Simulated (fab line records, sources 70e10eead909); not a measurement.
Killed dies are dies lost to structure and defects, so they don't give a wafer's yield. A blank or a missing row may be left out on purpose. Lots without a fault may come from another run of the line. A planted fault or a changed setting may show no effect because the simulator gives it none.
fab line records | flow nand_harc
record lots=5 wafers=15 last_day=33
route steps=1302 shown A_CHANNEL_FILL_D2@613 A_STAIRCASE@639
lots that met no fault: from a run of the same line without faults
start_h: hours from the record's first day to the start of the lot's first wafer shown | wait_h: hours since the lot's step before | " the same as in the row above | L1.1+2: a row that stands for several wafers | - no value, or no start given | * or withheld: withheld | < > ~ a bound
route shown NAME@n: a module of which the file shows steps, and the number in the route of the first | usual: mean/standard deviation of fault-free wafers | same: alike in all rows | chamber/n: place in a boat | sites: the reading at each site | _std_site: their standard deviation | _edge_site: outer sites' mean less inner sites' | radius_mm: how far each site lies from the wafer's centre | mask NAME#n: copy n | behind: the tool/chamber that last shaped the wafer | hold: why the lot was held/for how many hours/how that ended | device: the transistor (n, p or np) that didn't switch | end of line: the same wafers' tests at the end of the route | a step without rows: its recipe alone | killed: dies lost to structure and defects at the first sort, not the wafer's yield | map: a wafer's dies, x killed, . not, _ none there
set.NAME: the setting as run; set.NAME@STEP: as run at that earlier step | model.NAME: the simulator's own value behind a step, which no gauge read
lots at some steps of the route; a table a step, a row a wafer
services: from which hour (start_h, from the record's first day; less than 0 if before it) a tool's chamber was out of use, for how many hours, and why
## steps
# step NHARC_A_CHANNEL_FILL_D2_ALD_03
# recipe target_thk_a=60 pulse_time_s=60 ald_cycles=58 temp_c=630 pressure_torr=2 material=SiNx
# usual precursor_pulse_height_rel=0.998/0.02 susceptor_temp_C=629.96/0.29
# columns lot.wafer tool chamber start_h wait_h precursor_pulse_height_rel susceptor_temp_C
L081.3 ald_sin_batch-01 0 - - 0.977 -
L081.4 " 0 " " 1.014 -
L081.6 " 0 " " 1.022 -
L088.1 ald_sin_batch-01 0 - - 0.986 -
L088.3 " 0 " " 1.012 -
L088.4 " 0 " " 0.985 -
L090.3 ald_sin_batch-01 0 - - 0.999 629.75
L090.5 " 0 " " 0.988 629.95
L090.6 " 0 " " 0.998 630.33
L093.1 ald_sin_batch-01 0 - - 1.014 630.32
L093.2 " 0 " " 0.993 630.15
L093.3 " 0 " " 1.005 629.89
L097.1 ald_sin_batch-03 0 - - 1.018 629.58
L097.2 " 0 " " 0.989 629.87
L097.6 " 0 " " 0.983 629.98
# step NHARC_A_CHANNEL_FILL_D2_ALD_14
# recipe target_thk_a=25 pulse_time_s=10 ald_cycles=25 temp_c=300 material=SiO2
# usual heater_power_w=469/37 precursor_pulse_height_rel=0.999/0.02 susceptor_temp_C=300.03/0.18
# columns lot.wafer tool chamber start_h wait_h heater_power_w precursor_pulse_height_rel susceptor_temp_C
L081.3 ald_hk-01 0 373.79 0.1 448 1.005 299.88
L081.4 " 1 " " 516 1.014 299.98
L081.6 " 2 " " 496 0.960 299.93
L088.3 ald_hk-04 0 451.05 0.0 469 1.028 300.18
L088.4 " 2 " " 436 0.960 299.80
L088.1 " 3 " " 504 0.984 299.95
L090.3 ald_hk-04 3 465.93 0.0 494 1.019 300.00
L090.5 " 3 " " 489 1.037 299.97
L090.6 " 0 " " 475 1.024 299.79
L093.3 ald_hk-01 0 491.61 0.7 452 1.012 300.09
L093.1 " 1 " " 555 0.966 299.86
L093.2 " 3 " " 463 1.015 300.14
L097.2 ald_hk-03 0 533.47 0.1 422 0.982 300.23
L097.1 " 2 " " 472 0.997 299.82
L097.6 " 0 " " 417 1.002 300.11
# step NHARC_A_CHANNEL_FILL_D2_ALD_15
# recipe target_thk_a=20 pulse_time_s=60 ald_cycles=19 temp_c=630 pressure_torr=2 material=SiNx
# usual precursor_pulse_height_rel=0.999/0.021 susceptor_temp_C=629.95/0.28
# columns lot.wafer tool chamber start_h wait_h precursor_pulse_height_rel susceptor_temp_C
L081.3 ald_sin_batch-01 0 - - 1.011 -
L081.4 " 0 " " 0.996 -
L081.6 " 0 " " 0.984 -
L088.1 ald_sin_batch-01 0 - - 1.016 -
L088.3 " 0 " " 0.967 -
L088.4 " 0 " " 1.001 -
L090.3 ald_sin_batch-01 0 - - 0.975 629.81
L090.5 " 0 " " 1.008 629.80
L090.6 " 0 " " 1.009 630.22
L093.1 ald_sin_batch-03 0 - - 0.986 -
L093.2 " 0 " " 1.008 -
L093.3 " 0 " " 0.992 -
L097.1 ald_sin_batch-02 0 - - 0.997 -
L097.2 " 0 " " 0.962 -
L097.6 " 0 " " 1.012 -
# step NHARC_A_CHANNEL_FILL_D2_ALD_16
# recipe target_thk_a=15 pulse_time_s=10 ald_cycles=15 temp_c=300 material=SiO2
# usual heater_power_w=468/38 precursor_pulse_height_rel=0.995/0.021 susceptor_temp_C=300.00/0.2
# columns lot.wafer tool chamber start_h wait_h heater_power_w precursor_pulse_height_rel susceptor_temp_C
L081.3 ald_hk-01 3 378.88 0.1 475 0.982 -
L081.4 " 0 " " 438 0.970 -
L081.6 " 2 " " 493 0.960 -
L088.4 ald_hk-03 3 456.21 0.0 453 1.019 299.67
L088.1 " 0 " " 435 0.982 300.05
L088.3 " 2 " " 484 1.035 299.79
L090.3 ald_hk-01 1 471.12 0.0 534 0.970 300.13
L090.6 " 1 " " 521 0.973 300.24
L090.5 " 2 " " 507 1.024 299.80
L093.1 ald_hk-01 1 496.77 0.0 559 1.002 300.55
L093.3 " 2 " " 483 0.977 300.05
L093.2 " 3 " " 456 1.015 299.88
L097.1 ald_hk-04 2 538.60 0.0 423 1.004 300.14
L097.2 " 1 " " 439 0.972 300.06
L097.6 " 2 " " 431 0.996 299.80
# step NHARC_A_CHANNEL_FILL_D2_ANNEAL_17
# recipe temp_c=850 time_s=1800
# columns lot.wafer tool chamber start_h wait_h
L081.3+4+6 furnace-02 0 382.94 -
L088.1+3+4 furnace-05 0 459.70 3.4
L090.3+5+6 furnace-05 0 473.95 -
L093.1+2+3 furnace-02 0 500.15 -
L097.1+2+6 furnace-05 0 542.11 -
# step NHARC_A_CHANNEL_FILL_D2_CVD_18
# recipe target_thk_a=30 temp_c=550 material=poly-Si
# columns lot.wafer tool chamber start_h wait_h
L081.3+4+6 lpcvd_poly-04 0 389.44 -
L088.1+3+4 lpcvd_poly-02 0 466.16 -
L090.3+5+6 lpcvd_poly-01 0 480.37 -
L093.1+2+3 lpcvd_poly-01 0 506.46 -
L097.1+2+6 lpcvd_poly-01 0 548.54 -
# step NHARC_A_CHANNEL_FILL_D2_ETCHBACK_19
# recipe target_depth_a=50 time_s=1.7 hbr_flow_sccm=150 cl2_flow_sccm=50 rf_w=400 icp_w=400 bias_w=100 chemistry=HBr/Cl2
# usual chamber_pressure_mTorr=15.002/0.013 drypump_motor_current_A=5.7/0.3 oes_product_au=0.997/0.012 throttle_valve_pct=26.406/0.0092
# columns lot.wafer tool chamber start_h wait_h chamber_pressure_mTorr drypump_motor_current_A oes_product_au rf_hours_counter_h throttle_valve_pct
L081.4 rie_si-05 0 391.50 0.4 15.031 6.3 1.001 0.6 26.409
L081.3 " 2 " " 15.013 5.8 0.982 0.5 26.405
L081.6 " 3 " " 15.032 5.8 1.011 - 26.406
L088.1 rie_si-01 3 468.26 0.4 14.997 5.8 0.996 0.6 26.395
L088.3 " 0 " " 14.996 6.0 0.979 0.5 26.410
L088.4 " 3 " " 15.005 5.8 1.007 - 26.405
L090.3 rie_si-02 0 482.47 0.4 15.003 5.1 0.989 0.1 26.397
L090.5 " 2 " " 14.977 5.2 0.977 - 26.399
L090.6 " 3 " " 14.994 5.6 0.988 - 26.413
L093.1 rie_si-02 3 508.53 0.4 14.994 5.6 0.978 0.3 26.410
L093.2 " 0 " " 14.997 5.1 0.993 0.3 26.406
L093.3 " 1 " " 15.000 5.5 1.004 0.2 26.399
L097.2 rie_si-05 0 550.62 0.4 14.986 6.3 0.991 0.4 26.405
L097.1 " 1 " " 14.996 5.6 0.996 0.4 26.417
L097.6 " 2 " " 15.016 5.8 0.997 - 26.408
# step NHARC_A_CHANNEL_FILL_D2_ETCHBACK_20
# recipe target_depth_a=270 time_s=13.5 c4f8_flow_sccm=withheld o2_flow_sccm=8 ar_flow_sccm=withheld rf_w=600 bias_w=1500 chemistry=C4F8/O2/Ar
# usual chamber_pressure_mTorr=25.00/0.04 oes_product_au=0.994/0.018 rf_vpp_V=979/5.8
# columns lot.wafer tool chamber start_h wait_h chamber_pressure_mTorr oes_product_au rf_hours_counter_h rf_vpp_V
L081.3 rie_diel-05 1 391.62 - 24.96 0.969 4 986
L081.4 " 2 " " 25.02 0.960 4 974
L081.6 " 2 " " 24.99 0.964 - 974
L088.3 rie_diel-10 0 468.41 - 24.98 1.003 1 983
L088.4 " 1 " " 25.02 1.007 1 985
L088.1 " 3 " " 25.00 0.995 1 987
L090.3 rie_diel-05 3 482.58 - 25.00 1.007 2 978
L090.5 " 2 " " 25.02 1.012 - 972
L090.6 " 3 " " 24.99 1.002 - 978
L093.1 rie_diel-11 2 508.66 - 24.99 0.995 12 972
L093.2 " 3 " " 24.99 1.001 14 975
L093.3 " 0 " " 25.02 0.995 14 968
L097.1 rie_diel-11 2 550.73 - 25.00 1.007 23 973
L097.2 " 0 " " 25.04 0.998 26 969
L097.6 " 2 " " 25.00 1.007 - 972
# step NHARC_A_CHANNEL_FILL_D2_STRIP_28
# recipe time_s=20 o2_flow_sccm=500 ar_flow_sccm=0 bias_w=0 chemistry=O2
# usual chamber_pressure_mTorr=60.00/0.059 drypump_motor_current_A=5.8/0.43 oes_product_au=1.000/0.0088 rf_vpp_V=57.8/0.87 showerhead_plenum_p_Torr=3.55/0.15 throttle_valve_pct=17.036/0.0086
# columns lot.wafer tool chamber start_h wait_h chamber_pressure_mTorr drypump_motor_current_A oes_product_au rf_hours_counter_h rf_vpp_V showerhead_plenum_p_Torr throttle_valve_pct
L081.3 rie_diel-05 1 391.74 0.1 59.95 5.8 0.990 4 56.3 3.68 17.034
L081.4 " 3 " " 59.97 6.6 0.998 4 56.2 3.54 17.040
L081.6 " 1 " " 59.94 5.8 0.989 - 57.9 3.68 17.031
L088.4 rie_diel-10 3 468.51 0.1 60.00 5.4 1.004 1 58.8 3.77 17.025
L088.1 " 0 " " 60.07 5.1 1.013 1 58.0 3.67 17.025
L088.3 " 1 " " 59.96 5.8 1.009 1 57.5 3.73 17.040
L090.3 rie_diel-05 1 482.66 0.1 60.02 5.8 0.997 2 58.3 3.68 17.055
L090.5 " 1 " " 59.96 5.8 0.996 - 58.2 3.68 17.036
L090.6 " 2 " " 60.05 5.1 1.001 - 57.0 3.40 17.026
L093.2 rie_diel-11 2 508.74 0.1 59.98 5.7 1.008 12 57.1 3.40 17.035
L093.3 " 3 " " 60.11 6.2 1.006 14 57.0 3.44 17.037
L093.1 " 0 " " 59.94 5.9 0.993 14 57.3 3.30 17.030
L097.1 rie_diel-11 1 550.83 0.1 60.00 5.9 0.993 24 58.2 3.48 17.036
L097.2 " 2 " " 59.96 5.7 0.998 23 57.5 3.39 17.049
L097.6 " 0 " " 60.01 5.9 1.002 - 58.1 3.30 17.036
# step NHARC_A_CHANNEL_FILL_D2_PRECLEAN_21
# recipe time_s=30 chemistry=dHF
# columns lot.wafer tool chamber start_h wait_h
L081.4+3+6 wet_bench-06 0,1,2 391.84 -
L088.4+3+1 wet_bench-06 6,0,3 468.60 -
L090.5+3+6 wet_bench-06 7,2,4 482.76 -
L093.3+1+2 wet_bench-06 5,6,7 508.85 -
L097.6+1+2 wet_bench-04 0,2,3 550.92 -
# step NHARC_A_CHANNEL_FILL_D2_SRD_23
# columns lot.wafer tool chamber start_h wait_h
L081.4+3+6 wet_bench-06 0,1,2 391.87 0.0
L088.4+3+1 wet_bench-06 6,0,3 468.63 0.0
L090.5+3+6 wet_bench-06 7,2,4 482.79 0.0
L093.3+1+2 wet_bench-06 5,6,7 508.87 0.0
L097.6+1+2 wet_bench-04 0,2,3 550.95 0.0
# step NHARC_A_CHANNEL_FILL_D2_CVD_05
# recipe target_thk_a=50 temp_c=550 material=poly-Si
# columns lot.wafer tool chamber start_h wait_h
L081.3+4+6 lpcvd_poly-04 0 394.30 2.4
L088.1+3+4 lpcvd_poly-04 0 469.46 0.8
L090.3+5+6 lpcvd_poly-04 0 485.22 2.4
L093.1+2+3 lpcvd_poly-04 0 511.30 2.4
L097.1+2+6 lpcvd_poly-02 0 553.29 2.3
# step NHARC_A_CHANNEL_FILL_D2_ANNEAL_22
# recipe temp_c=620 time_s=7200
# columns lot.wafer tool chamber start_h wait_h
L081.3+4+6 furnace-05 0 399.04 2.9
L088.1+3+4 furnace-01 0 476.08 4.8
L090.3+5+6 furnace-02 0 492.02 5.0
L093.1+2+3 furnace-05 0 516.07 2.9
L097.1+2+6 furnace-02 0 558.62 3.5
# step NHARC_A_CHANNEL_FILL_D2_ALD_25
# recipe target_thk_a=600 pulse_time_s=10 ald_cycles=600 temp_c=300 material=SiOx
# usual heater_power_w=465/32 precursor_pulse_height_rel=1.001/0.02 susceptor_temp_C=300.01/0.18
# columns lot.wafer tool chamber start_h wait_h heater_power_w precursor_pulse_height_rel susceptor_temp_C
L081.3 ald_hk-03 2 403.14 0.0 470 1.005 299.83
L081.4 " 3 " " 447 0.989 299.79
L081.6 " 3 406.21 3.1 440 1.012 300.01
L088.3 ald_hk-03 2 482.34 2.2 476 0.997 299.93
L088.1 " 3 " " 452 1.017 300.40
L088.4 " 0 " " 436 1.030 299.99
L090.3 ald_hk-03 3 497.83 1.9 439 1.000 299.72
L090.5 " 0 " " 423 0.993 299.72
L090.6 " 1 " " 468 1.025 300.09
L093.3 ald_hk-03 2 520.78 0.7 484 0.971 300.04
L093.1 " 3 " " 457 0.996 300.02
L093.2 " 0 " " 422 0.996 300.20
L097.1 ald_hk-03 1 563.26 0.7 477 1.014 299.86
L097.2 " 2 " " 485 1.042 300.34
L097.6 " 1 565.70 3.1 474 0.959 299.81
# step NHARC_A_CHANNEL_FILL_D2_ETCHBACK_08
# recipe target_depth_a=2200 time_s=110 c4f8_flow_sccm=20 ar_flow_sccm=withheld rf_w=600 bias_w=300 chemistry=C4F8
# usual chamber_pressure_mTorr=24.997/0.026 oes_product_au=0.97/0.035 rf_vpp_V=442.5/2.4
# columns lot.wafer tool chamber start_h wait_h chamber_pressure_mTorr oes_product_au rf_hours_counter_h rf_vpp_V
L081.3 rie_diel-11 2 - - 25.011 1.00 23 438.6
L081.4 " 1 " " 24.970 0.98 22 439.8
L081.6 " 2 " " 24.983 1.00 - 437.7
L088.1 rie_diel-10 0 - - 25.007 0.94 1 444.4
L088.3 " 1 " " 24.978 0.92 1 445.2
L088.4 " 3 " " 24.974 0.93 2 446.0
L090.3 rie_diel-05 0 - - 24.977 0.91 2 443.8
L090.5 " 1 " " 24.998 0.93 - 443.8
L090.6 " 2 " " 25.033 0.92 - 439.9
L093.1 rie_diel-11 2 - - 25.028 0.93 15 439.1
L093.2 " 3 " " 24.988 0.94 16 439.2
L093.3 " 0 " " 24.990 0.93 17 437.7
L097.1 rie_diel-10 0 - - 25.024 1.02 4 443.7
L097.2 " 2 " " 24.983 1.00 4 441.6
L097.6 " 0 " " 25.002 1.01 - 443.1
# step NHARC_A_CHANNEL_FILL_D2_STRIP_29
# recipe time_s=20 o2_flow_sccm=500 ar_flow_sccm=0 bias_w=0 chemistry=O2
# usual chamber_pressure_mTorr=60.01/0.057 drypump_motor_current_A=5.7/0.47 oes_product_au=1.001/0.0077 rf_vpp_V=58.0/0.88 showerhead_plenum_p_Torr=3.62/0.13 throttle_valve_pct=17.037/0.0093
# columns lot.wafer tool chamber start_h wait_h chamber_pressure_mTorr drypump_motor_current_A oes_product_au rf_hours_counter_h rf_vpp_V showerhead_plenum_p_Torr throttle_valve_pct
L081.3 rie_diel-11 2 - - 60.04 5.7 1.003 23 57.1 3.41 17.041
L081.4 " 3 " " 60.10 6.2 1.006 26 57.5 3.45 17.041
L081.6 " 1 " " 59.93 5.9 0.985 - 60.1 3.50 17.055
L088.1 rie_diel-10 3 - - 60.02 5.4 1.001 2 58.5 3.77 17.038
L088.4 " 0 " " 60.09 5.1 1.013 1 57.3 3.67 17.031
L088.3 " 2 " " 59.95 6.1 1.013 2 58.2 3.58 17.035
L090.3 rie_diel-05 2 - - 59.98 5.1 1.009 2 57.1 3.40 17.045
L090.5 " 0 " " 59.97 5.7 1.000 - 60.0 3.74 17.037
L090.6 " 1 " " 60.00 5.8 1.005 - 56.3 3.68 17.022
L093.1 rie_diel-11 0 - - 59.90 5.9 0.994 17 56.5 3.30 17.035
L093.3 " 1 " " 60.05 5.9 0.995 16 56.5 3.49 17.021
L093.2 " 3 " " 60.07 6.2 0.997 16 58.2 3.44 17.046
L097.2 rie_diel-10 0 - - 60.06 5.2 1.012 4 56.4 3.67 17.027
L097.1 " 3 " " 59.97 5.3 1.008 4 58.4 3.77 17.030
L097.6 " 1 " " 60.08 5.8 1.011 - 58.0 3.73 17.021
# step NHARC_A_CHANNEL_FILL_D2_PRECLEAN_30
# recipe time_s=30 chemistry=dHF
# columns lot.wafer tool chamber start_h wait_h
L081.6+3+4 wet_bench-06 5,7,0 408.93 -
L088.4+3+1 wet_bench-04 0,1,4 488.19 -
L090.6+5+3 wet_bench-04 1,2,3 501.77 -
L093.2+3+1 wet_bench-02 5,7,1 526.00 -
L097.1+2+6 wet_bench-06 5,6,7 568.42 -
# step NHARC_A_CHANNEL_FILL_D2_SRD_31
# columns lot.wafer tool chamber start_h wait_h
L081.6+3+4 wet_bench-06 5,7,0 408.95 0.0
L088.4+3+1 wet_bench-04 0,1,4 488.22 0.0
L090.6+5+3 wet_bench-04 1,2,3 501.79 0.0
L093.2+3+1 wet_bench-02 5,7,1 526.03 0.0
L097.1+2+6 wet_bench-06 5,6,7 568.44 0.0
# step NHARC_A_CHANNEL_FILL_D2_CVD_09
# recipe target_thk_a=1500 temp_c=620 pressure_mtorr=200 time_s=3000 material=poly-Si
# columns lot.wafer tool chamber start_h wait_h
L081.3+4+6 lpcvd_poly-01 0 411.22 2.3
L088.1+3+4 lpcvd_poly-04 0 488.49 0.3
L090.3+5+6 lpcvd_poly-02 0 504.13 2.3
L093.1+2+3 lpcvd_poly-02 0 528.31 2.3
L097.1+2+6 lpcvd_poly-04 0 570.87 2.4
# step NHARC_A_CHANNEL_FILL_D2_CMP_10
# recipe target_thk_nm=150
# usual motor_current_A=11.8/1 time_to_endpoint_s=15.4/2.2
# columns lot.wafer tool chamber start_h wait_h motor_current_A time_to_endpoint_s
L081.4 cmp-01 3 414.46 0.4 10.9 15.8
L081.3 " 0 " " 13.3 16.2
L081.6 " 3 " " 11.3 12.8
L088.1 cmp-04 1 491.65 0.4 12.4 14.8
L088.3 " 3 " " 11.6 11.5
L088.4 " 0 " " 11.6 14.3
L090.3 cmp-01 0 507.33 0.4 12.8 18.9
L090.5 " 0 " " 14.1 17.3
L090.6 " 1 " " 11.6 17.5
L093.2 cmp-01 2 531.50 0.4 9.9 14.3
L093.3 " 3 " " 11.0 16.8
L093.1 " 0 " " 13.4 14.6
L097.2 cmp-04 1 574.02 0.4 13.1 17.1
L097.1 " 2 " " 11.2 18.9
L097.6 " 1 " " 12.5 15.3
# step NHARC_A_CHANNEL_FILL_D2_SRD_12
# columns lot.wafer tool chamber start_h wait_h
L081.3+4+6 wet_bench-06 7,0,1 414.75 0.0
L088.4+1+3 wet_bench-06 3,4,0 491.95 0.0
L090.3+5+6 wet_bench-02 5,7,0 507.63 0.0
L093.1+3+2 wet_bench-06 6,7,2 531.80 0.0
L097.2+1+6 wet_bench-06 5,7,2 574.32 0.0
# step NHARC_A_CHANNEL_FILL_D2_RTA_24
# recipe temp_c=1000 time_s=5
# usual lamp_power_pct=29.6/0.68 lamp_zone_1_pct=29.6/0.67 wafer_temp_C_max=1003.7/1.8
# columns lot.wafer tool chamber start_h wait_h lamp_power_pct lamp_zone_1_pct wafer_temp_C_max
L081.3 rtp_anneal-02 0 414.93 0.1 30.2 30.3 1002.6
L081.4 " 0 " " 30.3 30.3 1003.0
L081.6 " 0 " " 30.3 30.2 1003.5
L088.1 rtp_anneal-02 0 492.07 0.0 30.3 30.2 1002.8
L088.3 " 0 " " 30.2 30.3 1001.9
L088.4 " 0 " " 30.3 30.2 1002.2
L090.3 rtp_anneal-01 0 507.81 0.1 29.0 28.9 1005.5
L090.5 " 0 " " 28.9 28.9 1005.4
L090.6 " 0 " " 28.9 28.9 1004.8
L093.1 rtp_anneal-02 0 531.92 0.0 30.3 30.3 1001.8
L093.2 " 0 " " 30.3 30.3 1002.4
L093.3 " 0 " " 30.3 30.3 1002.3
L097.1 rtp_anneal-01 0 574.44 0.0 28.9 28.9 1005.6
L097.2 " 0 " " 28.9 28.9 1005.2
L097.6 " 0 " " 28.9 28.9 1004.5
# step NHARC_A_CHANNEL_FILL_D2_INSPECT_13
# usual raw_defect_count=366/120
# columns lot.wafer tool chamber start_h wait_h raw_defect_count
L081.3 defect_inspect-02 - 415.07 0.1 434
L081.4 " - " " 328
L081.6 " - " " 290
L088.1 defect_inspect-01 - 492.27 0.2 264
L088.3 " - " " 240
L088.4 " - " " 441
L090.3 defect_inspect-02 - 507.95 0.1 377
L090.5 " - " " 260
L090.6 " - " " 480
L093.1 defect_inspect-01 - 532.11 0.2 314
L093.2 " - " " 344
L093.3 " - " " 326
L097.1 defect_inspect-01 - 574.64 0.2 196
L097.2 " - " " 162
L097.6 " - " " 234
# step NHARC_A_STAIRCASE_DEP_156
# recipe target_thk_a=500 temp_c=400 target_thk_nm=50 flow_sccm=200 rf_w=450 material=SiNx
# usual heater_power_w=708/76 susceptor_temp_C=400.00/0.2
# columns lot.wafer tool chamber start_h wait_h heater_power_w susceptor_temp_C
L081.3 pecvd-04 0 415.19 0.1 801 399.82
L081.6 " 1 " " 683 400.01
L081.4 " 0 " " 823 399.91
L088.1 pecvd-02 0 492.34 0.1 688 399.97
L088.3 " 2 " " 564 399.49
L088.4 " 0 " " 692 399.84
L090.3 pecvd-04 0 508.01 0.1 620 400.12
L090.5 " 1 " " 644 399.70
L090.6 " 2 " " 718 399.75
L093.3 pecvd-03 0 532.18 0.1 656 399.83
L093.1 " 1 " " 859 400.09
L093.2 " 2 " " 730 400.20
L097.2 pecvd-04 0 574.70 0.1 640 399.63
L097.1 " 2 " " 848 399.99
L097.6 " 0 " " 637 399.80
# step NHARC_A_STAIRCASE_DEHYDRATE_158
# recipe temp_c=150 time_s=120
# usual plate_temp_C=149.99/0.16
# columns lot.wafer tool chamber start_h wait_h plate_temp_C
L081.3 litho_track-02 0 415.41 0.2 149.86
L081.4 " 0 " " 150.02
L081.6 " 0 " " 149.87
L088.1 litho_track-05 0 492.61 0.2 150.08
L088.3 " 0 " " 149.96
L088.4 " 0 " " 149.83
L090.3 litho_track-07 0 508.29 0.2 150.12
L090.5 " 0 " " 150.14
L090.6 " 0 " " 150.07
L093.1 litho_track-02 0 532.45 0.2 149.89
L093.2 " 0 " " 149.97
L093.3 " 0 " " 150.00
L097.1 litho_track-07 0 574.98 0.2 150.07
L097.2 " 0 " " 150.17
L097.6 " 0 " " 150.15
# step NHARC_A_STAIRCASE_HMDS_159
# recipe time_s=30
# columns lot.wafer tool chamber start_h wait_h
L081.3+4+6 litho_track-02 0 - -
L088.1+3+4 litho_track-05 0 - -
L090.3+5+6 litho_track-07 0 - -
L093.1+2+3 litho_track-02 0 - -
L097.1+2+6 litho_track-07 0 - -
# step NHARC_A_STAIRCASE_COAT_160
# recipe spin_rpm=1200
# columns lot.wafer tool chamber start_h wait_h
L081.3+4+6 litho_track-02 0 - -
L088.1+3+4 litho_track-05 0 - -
L090.3+5+6 litho_track-07 0 - -
L093.1+2+3 litho_track-02 0 - -
L097.1+2+6 litho_track-07 0 - -
# step NHARC_A_STAIRCASE_SOFTBAKE_161
# recipe temp_c=135 time_s=170
# usual plate_temp_C=135.01/0.12
# columns lot.wafer tool chamber start_h wait_h plate_temp_C
L081.3 litho_track-02 0 - - 134.93
L081.4 " 0 " " 134.87
L081.6 " 0 " " 134.96
L088.1 litho_track-05 0 - - 134.88
L088.3 " 0 " " 134.84
L088.4 " 0 " " 134.95
L090.3 litho_track-07 0 - - 135.06
L090.5 " 0 " " 135.18
L090.6 " 0 " " 134.98
L093.1 litho_track-02 0 - - 135.02
L093.2 " 0 " " 135.16
L093.3 " 0 " " 135.24
L097.1 litho_track-07 0 - - 135.16
L097.2 " 0 " " 135.04
L097.6 " 0 " " 135.02
# step NHARC_A_STAIRCASE_EBR_162
# columns lot.wafer tool chamber start_h wait_h
L081.3+4+6 litho_track-02 0 - -
L088.1+3+4 litho_track-05 0 - -
L090.3+5+6 litho_track-07 0 - -
L093.1+2+3 litho_track-02 0 - -
L097.1+2+6 litho_track-07 0 - -
# step NHARC_A_STAIRCASE_EXPOSE_163
# recipe na=0.5 dose_mj=20.01 mask_id=STAIR_OPEN
# usual reticle_temp_C=22.98/0.13
# columns lot.wafer tool chamber start_h wait_h mask reticle_temp_C
L081.3 krf_scanner-03 0 415.75 - STAIR_OPEN#0 23.00
L081.4 " 0 " " STAIR_OPEN#0 23.04
L081.6 " 0 " " STAIR_OPEN#0 23.14
L088.1 krf_scanner-02 0 493.10 - STAIR_OPEN#0 22.91
L088.3 " 0 " " STAIR_OPEN#0 22.96
L088.4 " 0 " " STAIR_OPEN#0 22.99
L090.3 krf_scanner-03 0 508.63 - STAIR_OPEN#0 23.03
L090.5 " 0 " " STAIR_OPEN#0 22.93
L090.6 " 0 " " STAIR_OPEN#0 23.19
L093.1 krf_scanner-01 0 532.66 - STAIR_OPEN#0 22.90
L093.2 " 0 " " STAIR_OPEN#0 23.08
L093.3 " 0 " " STAIR_OPEN#0 23.11
L097.1 krf_scanner-02 0 575.47 - STAIR_OPEN#0 23.01
L097.2 " 0 " " STAIR_OPEN#0 22.88
L097.6 " 0 " " STAIR_OPEN#0 23.02
# step NHARC_A_STAIRCASE_PEB_164
# recipe peb_temp_c=115 peb_time_s=130
# usual plate_temp_C=115.01/0.16
# columns lot.wafer tool chamber start_h wait_h plate_temp_C
L081.3 litho_track-07 0 415.80 0.1 114.91
L081.4 " 0 " " 115.13
L081.6 " 0 " " 114.98
L088.1 litho_track-05 0 493.17 0.1 114.78
L088.3 " 0 " " 114.81
L088.4 " 0 " " 114.88
L090.3 litho_track-05 0 508.69 0.1 115.04
L090.5 " 0 " " 115.16
L090.6 " 0 " " 115.23
L093.1 litho_track-05 0 532.72 0.1 114.94
L093.2 " 0 " " 115.08
L093.3 " 0 " " 114.97
L097.1 litho_track-05 0 575.53 0.1 114.92
L097.2 " 0 " " 114.76
L097.6 " 0 " " 114.83
# step NHARC_A_STAIRCASE_DEVELOP_165
# recipe time_s=140
# columns lot.wafer tool chamber start_h wait_h
L081.3+4+6 litho_track-07 0 - -
L088.1+3+4 litho_track-05 0 - -
L090.3+5+6 litho_track-05 0 - -
L093.1+2+3 litho_track-05 0 - -
L097.1+2+6 litho_track-05 0 - -
# step NHARC_A_STAIRCASE_HARDBAKE_167
# recipe temp_c=120 time_s=140
# columns lot.wafer tool chamber start_h wait_h
L081.3+4+6 litho_track-05 0 416.03 -
L088.1+3+4 litho_track-05 0 493.39 -
L090.3+5+6 litho_track-02 0 508.91 -
L093.1+2+3 litho_track-05 0 532.94 -
L097.1+2+6 litho_track-05 0 575.75 -
# step NHARC_A_STAIRCASE_DESCUM_168
# recipe time_s=3 o2_flow_sccm=200 ar_flow_sccm=0 bias_power_w=0 chemistry=O2
# usual chamber_pressure_mTorr=60.01/0.14 drypump_motor_current_A=5.5/0.45 oes_product_au=0.994/0.01 rf_vpp_V=57.9/0.89 showerhead_plenum_p_Torr=1.93/0.068 throttle_valve_pct=11.311/0.0097
# columns lot.wafer tool chamber start_h wait_h chamber_pressure_mTorr drypump_motor_current_A oes_product_au rf_hours_counter_h rf_vpp_V showerhead_plenum_p_Torr throttle_valve_pct
L081.3 rie_diel-07 0 416.11 - 59.95 6.2 0.985 31 58.8 2.03 11.319
L081.4 " 3 " " 60.02 5.2 0.982 34 58.3 1.88 11.330
L081.6 " 1 " " 60.02 5.0 0.992 - 58.2 1.96 11.301
L088.4 rie_diel-08 0 493.48 - 59.96 5.2 0.994 38 57.5 1.90 11.319
L088.3 " 1 " " 60.04 5.7 1.021 43 57.9 1.94 11.312
L088.1 " 2 " " 59.92 5.4 1.006 39 58.6 1.89 11.301
L090.3 rie_diel-08 2 509.03 - 59.94 5.4 1.015 - 56.9 1.89 11.297
L090.5 " 2 " " 60.05 5.4 1.003 - 59.0 1.89 11.308
L090.6 " 3 " " 59.97 5.5 0.990 - 58.0 1.79 11.307
L093.3 rie_diel-07 2 533.10 - 59.93 5.3 1.002 16 58.6 1.97 11.309
L093.2 " 3 " " 60.08 5.3 1.005 16 57.7 1.87 11.297
L093.1 " 0 " " 60.00 6.1 0.986 18 59.6 2.02 11.311
L097.1 rie_diel-06 0 575.84 - 60.03 5.5 0.996 24 59.8 2.01 11.315
L097.2 " 1 " " 60.12 5.7 1.015 29 56.9 1.87 11.300
L097.6 " 0 " " 60.05 5.5 0.996 - 58.9 2.01 11.321
## services
# columns tool chamber start_h hours kind
ald_sin_batch-01 - 358.67 3.2 repair
rie_diel-10 - 360.90 2.5 repair
wet_bench-06 - 369.60 8.0 pm
ald_hk-03 - 392.17 10.0 pm
rie_diel-10 1 393.56 1.5 repair
litho_track-02 - 402.00 7.0 pm
wet_bench-04 - 403.20 8.0 pm
rie_diel-05 - 406.60 9.0 pm
rie_diel-10 - 419.50 9.0 pm
litho_track-07 - 426.00 7.0 pm
rie_diel-11 - 432.52 9.0 pm
rie_diel-05 - 434.31 0.2 repair
rie_diel-10 2 458.77 3.1 repair
litho_track-05 - 474.00 7.0 pm
ald_hk-01 - 474.69 10.0 pm
wet_bench-06 - 483.24 7.3 repair
rie_diel-05 1 483.66 10.3 repair
ald_sin_batch-01 - 506.21 26.0 pm
rie_diel-11 - 524.67 0.5 repair
rie_diel-11 3 538.83 4.8 repair
wet_bench-06 - 545.60 8.0 pm
lpcvd_poly-01 - 566.00 26.0 pm
furnace-02 - 569.38 26.0 pm
ald_hk-03 - 572.88 10.0 pm
## key
fault none
